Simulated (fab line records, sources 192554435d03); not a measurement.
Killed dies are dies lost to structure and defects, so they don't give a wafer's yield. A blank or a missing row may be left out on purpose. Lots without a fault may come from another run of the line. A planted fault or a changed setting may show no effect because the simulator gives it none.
Chamber matching | flow n5_finfet | N5_BEOL_M11_STRIP_19 on rie_diel-06: 4 sister chambers
The step strips in O2. 4 wafers are shown with their chamber, then 7 later ones without.

WAFERS WITH THEIR CHAMBER
wafer  | chamber | drypump_motor_current_A (A)
L082.3 | 3       | 5.8
L090.6 | 0       | 5.8
L094.1 | 2       | 5.2
L094.5 | 1       | 5.9

WAFERS WITHOUT THEIR CHAMBER
wafer  | drypump_motor_current_A (A)
L094.6 | 5.2
L095.2 | 5.8
L095.5 | 5.7
L095.6 | 5.8
L096.1 | 5.7
L096.2 | 5.2
L096.3 | 5.8

WHICH CHAMBER EACH WENT THROUGH
wafer  | from the rows above          | in truth
L094.6 | 2                            | 2
L095.2 | can't be placed: 0 or 3 or 1 | 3
L095.5 | can't be placed: 0 or 3 or 1 | 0
L095.6 | can't be placed: 0 or 3 or 1 | 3
L096.1 | can't be placed: 0 or 3 or 1 | 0
L096.2 | 2                            | 2
L096.3 | can't be placed: 0 or 3 or 1 | 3
Placed correctly: 2 of 7. Can't be placed from these rows: 5 (the true chamber is among the candidates in 5). Placed wrongly: 0.
How it was worked out, from the rows above alone: a wafer's distance from a chamber is the root of the sum, over the readings, of the square of ((its reading less the chamber's mean) divided by the reading's scatter). The wafer belongs to the nearest chamber; if the next one is less than 2 further off, it can't be placed. A chamber's mean is the mean of its shown wafers. The scatter: with one shown wafer a chamber, the root of the mean of the squares of how far each hidden wafer lies from its nearest shown one.
